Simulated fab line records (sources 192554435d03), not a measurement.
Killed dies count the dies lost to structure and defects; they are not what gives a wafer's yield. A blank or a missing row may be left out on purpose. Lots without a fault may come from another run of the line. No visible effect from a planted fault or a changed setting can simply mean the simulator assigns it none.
Chamber matching -- flow n5_finfet -- 4 sister chambers for N5_HKMG_FIN_ALD_91 on ald_metal-04
The step deposits TiN, target thk 1 nm, pulse time 1 s, purge time 3 s. 4 wafers are shown with their chamber, then 9 later ones without.

== WAFERS PAIRED WITH THEIR CHAMBERS ==
wafer,chamber,heater_power_w (W)
L079.4,2,1049
L088.2,1,1034
L088.3,0,745
L088.5,3,739

== WAFERS MISSING THEIR CHAMBER ==
wafer,heater_power_w (W)
L089.2,751
L089.3,1024
L089.4,748
L091.3,765
L091.5,1034
L091.6,1046
L092.3,1013
L092.4,770
L092.6,1022

== WHICH CHAMBER EACH WENT THROUGH ==
wafer,from the rows above,in truth
L089.2,can't be placed: 0 or 3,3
L089.3,can't be placed: 1 or 2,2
L089.4,can't be placed: 0 or 3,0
L091.3,can't be placed: 0 or 3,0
L091.5,can't be placed: 1 or 2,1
L091.6,can't be placed: 2 or 1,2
L092.3,can't be placed: 1 or 2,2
L092.4,can't be placed: 0 or 3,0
L092.6,can't be placed: 1 or 2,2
Correct placement for 0 of the 9. These rows do not allow placing 9 (true chamber among the candidates in 9). Wrongly placed: 0.
How it was worked out, from the rows above alone: a wafer's distance from a chamber is the root of the sum, over the readings, of the square of ((its reading less the chamber's mean) divided by the reading's scatter). The wafer belongs to the nearest chamber; if the next one is less than 2 further off, it can't be placed. Each chamber's mean is taken over the wafers shown for it. The scatter (one wafer shown for each chamber): square how far every hidden wafer sits from the nearest shown wafer, average those squares and take the square root.
